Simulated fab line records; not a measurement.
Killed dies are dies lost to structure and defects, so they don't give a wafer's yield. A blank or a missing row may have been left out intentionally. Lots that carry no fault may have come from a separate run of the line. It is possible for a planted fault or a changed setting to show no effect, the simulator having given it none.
A lot that was struck, set against a sound lot :: flow n5Finfet :: 16 steps out of a route of 1938
Sound: the wafers L477.4, L477.5, L477.6. Struck: wafers L467.3, L467.4, L467.5. The cause comes at the end.
At each step with rows: each side's tool, then ch and its chambers, then its first start. Under that, the readings that differ: sound wafers :: struck wafers :: difference of the means :: sigmas: that difference in standard deviations of wafers without a fault.
alike: readings whose means differ by less than 2 such deviations, and words and numbers that are the same on both sides. not compared: withheld readings, readings that some wafer has no value for, bounds like >300 that may hide the same value, and numbers for which the record gives no deviation and whose values overlap.
Wherever a step has rows on one side only, a row that says differs or no value, or a row with sigmas, the two part there. Numbers that don't overlap but have no deviation are shown without sigmas and don't part them. A reading missing from all wafers of one side parts the sides only when that side holds two or more wafers.

first, 2 steps without rows for these wafers: N5_BEOL_M1_PRECLEAN_42 (cleans in residue remover, time 60 s); N5_BEOL_M1_SRD_43 (time 30 s).
N5_BEOL_M1_CD_MEAS_35: target cd 18 nm, target cd y 21 nm.
  struck on cdSem-02, day 7 04:04; sound on cdSem-02, day 9 12:26
  alike: cdNm
N5_BEOL_M1_DEGAS_44: time 60 s.
  struck on pvdSputter-01, day 7 04:12; sound on pvdSputter-01, day 9 12:38
  alike: heaterPowerW
then, 1 step without rows for these wafers: N5_BEOL_M1_PRE_CLEAN_45 (time 30 s).
N5_BEOL_M1_ALD_84: deposits TaN, pulse time 2 s, purge time 3 s, co reactant purge time 2 s.
  sound on aldMetal-04 ch 2,3, day 9 12:50; struck on aldMetal-01 ch 1,3, day 7 04:22
  alike: heaterPowerW, precursorVesselCarrierSccm
N5_BEOL_M1_SURFACE_TREAT_85:
  struck on pvdSputter-02, day 7 04:36; sound on pvdSputter-02, day 9 13:05
  not compared: throttleValvePct
then, 2 steps without rows for these wafers: N5_BEOL_M1_CVD_47 (deposits Co from CCTBA/H2, target thk 3 nm, time 223.8 s); N5_BEOL_M1_SPUTTER_48 (material Cu, target thk 4.5 nm, time 8.29 s).
N5_BEOL_M1_ANNEAL_49: time 240 s.
  struck on pvdSputter-02, day 7 05:17; sound on pvdSputter-02, day 9 13:26
  alike: heaterPowerW
then, 2 steps without rows for these wafers: N5_BEOL_M1_SPUTTER_79 (material Cu, target thk 4.5 nm, time 8.29 s); N5_BEOL_M1_ANNEAL_80 (time 240 s).
N5_BEOL_M1_SPUTTER_81: material Cu, target thk 4.5 nm, time 8.29 s.
  struck on pvdSputter-02, day 7 05:38; sound on pvdSputter-02, day 9 13:48
  no value came back on the struck wafers for any of 5 readings (chamberPressurePa (Pa), chuckGasFlowSccm (sccm) and others); on the sound wafers chamberPressurePa (Pa) reads 0.07016 0.06991 0.06999
N5_BEOL_M1_ANNEAL_82: time 240 s.
  struck on pvdSputter-02, day 7 05:43; sound on pvdSputter-02, day 9 13:53
  alike: heaterPowerW
N5_BEOL_M4_RC_MEAS_101:
  sound on prober-02 ch 0, day 11 04:52; struck on prober-01 ch 0, day 8 11:26
reading: VT_N (mV)
sound: 251.7 251.1 254.1
struck: 248.7 245.5 248.0
difference: -4.9
sigmas: -2
  alike: DIBL_N, DIBL_P, IOFF_N, IOFF_P, ION_N, ION_P, SS_N, SS_P, VT_P
-- here the record skips 4 days between the struck wafers' starts before and after, leaving off in module BEOL_M4 and picking up in module PASSIVATION (first step shown: number 1936 of the route) --
N5_PASSIVATION_PROBE_49:
  only the struck wafers here have rows in the record (prober-01, day 12 18:45); the sound ones have none

== WHERE THEY PART ==
First at N5_BEOL_M1_SPUTTER_81; last, within this record, at N5_PASSIVATION_PROBE_49.

WHY: what the simulator had put in
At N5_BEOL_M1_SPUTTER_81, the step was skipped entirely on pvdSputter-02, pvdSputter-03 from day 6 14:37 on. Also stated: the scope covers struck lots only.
